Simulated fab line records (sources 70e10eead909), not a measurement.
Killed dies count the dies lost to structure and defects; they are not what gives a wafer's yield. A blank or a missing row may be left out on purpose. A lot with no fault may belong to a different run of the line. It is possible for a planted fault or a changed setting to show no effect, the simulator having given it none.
A lot that was struck, set against a sound lot :: flow nand harc :: 21 out of 1159 route steps
Sound: wafers L344.2, L344.4, L344.5. The struck wafers were L339.2, L339.3, L339.5. Last of all comes the cause.
At each step with rows: each side's tool, then ch and its chambers, then its first start. Under that, the readings that differ: sound wafers :: struck wafers :: difference of the means :: sigmas: that difference in standard deviations of wafers without a fault.
alike: readings with means less than 2 such deviations apart, plus words and numbers identical on both sides. not compared: withheld readings, readings lacking a value on some wafer, bounds such as >300 that could conceal the same value, and numbers that have no deviation in the record and whose values overlap.
A row with sigmas, a row that says differs or no value, or rows on one side alone: a step with any of these is where the two part. Numbers that don't overlap but have no deviation are shown without sigmas and don't part them. A reading missing from all wafers of one side parts the sides only when that side holds two or more wafers.

NHARC_A_BLC_CVD_24: deposits W, target thk 150 nm, time 434 s.
  sound on cvd w-02 ch 0,1; struck on cvd w-02 ch 0,1
  alike: heater power w, throttle valve pct
NHARC_A_BLC_CMP_25: polishes, t overpolish 30 s, target thk 150 nm.
  sound on cmp-02 ch 0,1,2, day 22 01:49; struck on cmp-03 ch 0,1,3, day 22 01:22
  alike: motor current A, overpolish run s, time to endpoint s
next, for these wafers, 1 step has no rows: NHARC_A_BLC_SRD_27.
NHARC_A_BLC_INSPECT_28:
  sound on defect inspect-02 at day 22 02:12; struck on defect inspect-01 at day 22 01:46
  alike: raw defect count
then, 7 steps without rows for these wafers: NHARC_A_M0_DEP_00 (deposits SiOC, target thk 150 nm); NHARC_A_M0_DEHYDRATE_01 (time 120 s); NHARC_A_M0_HMDS_02 (time 30 s); NHARC_A_M0_COAT_33 (time 65 s); NHARC_A_M0_COAT_03 (resist thk 90 nm); NHARC_A_M0_SOFTBAKE_04 (time 55 s); NHARC_A_M0_EBR_05.
NHARC_A_M0_EXPOSE_06: exposes mask A M0, target cd 80 nm.
  sound on arfi scanner-01 ch 0, day 22 03:04; struck on arfi scanner-03 ch 0, day 22 02:24
reading: exposure dose mJ cm2
sound: 83.28 83.31 83.37
struck: 102.07 102.14 102.07
difference: +18.77
sigmas: +99 or more
  alike: mask
then, 2 steps without rows for these wafers: NHARC_A_M0_PEB_07 (peb time 65 s); NHARC_A_M0_DEVELOP_08 (develop time 35 s).
NHARC_A_M0_CD_MEAS_09: target cd 80 nm.
  sound on cd sem-01 ch 0, day 22 03:13; struck on cd sem-02 ch 0
reading: cd nm (nm)
sound: 80.4 80.2 80.1
struck: 93.3 92.9 93.0
difference: +12.8
sigmas: +21
  not compared: hold
NHARC_A_M0_OVL_MEAS_10: pitch 160 nm.
  sound on overlay-01 at day 22 03:18; struck on overlay-01 at day 22 05:13
reading: hold
sound: - - -
struck: await dispo/2.4h/release await dispo/2.4h/release await dispo/2.4h/release
difference: no value on the sound wafers
sigmas: 
  alike: overlay x nm, overlay y nm
NHARC_A_M0_INSPECT_11:
  sound on defect inspect-02 at day 22 03:20; struck on defect inspect-01 at day 22 05:15
  alike: raw defect count
NHARC_A_M0_DESCUM_14: chemistry O2, time 3 s.
  sound on rie diel-09 ch 0,1, day 22 03:23; struck on rie diel-06 ch 0,2,3, day 22 05:19
reading: model.A_M0.cd nm (nm)
sound: 80.11 80.08 79.92
struck: 93.32 92.98 92.75
difference: +12.98
sigmas: 
  alike: drypump motor current A, oes product au, rf vpp V, showerhead plenum p Torr, throttle valve pct
  not compared: rf hours counter h
NHARC_A_M0_ETCH_34: etches the open film in N2/H2, target depth 40 nm, overetch 12 nm, time 43.94 s.
  sound on rie diel-09 ch 0,1, day 22 03:29; struck on rie diel-06 ch 0,3, day 22 05:24
reading: showerhead plenum p Torr (Torr)
sound: 2.17 2.15 2.15
struck: 1.94 1.95 1.95
difference: -0.21
sigmas: -2
  alike: drypump motor current A, oes product au, rf vpp V, throttle valve pct
  not compared: rf hours counter h
NHARC_A_M0_ETCH_15: etches the open film in C4F8/Ar, target depth 150 nm, overetch 15 nm, time 82.5 s.
  sound on rie diel-09 ch 1,2,3; struck on rie diel-06 ch 1,2
reading: model.A_M0.cd nm (nm)
sound: 80.52 80.61 80.41
struck: 92.88 92.27 92.06
difference: +11.89
sigmas: 
  alike: oes product au, rf vpp V
  not compared: rf hours counter h
NHARC_A_M0_CD_MEAS_16:
  sound on cd sem-03 at day 22 03:41; struck on cd sem-03 at day 22 05:48
reading: cd nm (nm)
sound: 80.5 80.8 80.4
struck: 93.0 92.4 91.9
difference: +11.9
sigmas: +19
  not compared: hold

## WHERE THEY PART
First at NHARC_A_M0_EXPOSE_06; last, within this record, at NHARC_A_M0_CD_MEAS_16.

WHY: the cause the simulator had injected
Process parameter drift: arfi scanner-03, from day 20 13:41 on, at NHARC_A_M0_EXPOSE_06. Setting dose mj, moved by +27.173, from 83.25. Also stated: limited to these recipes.
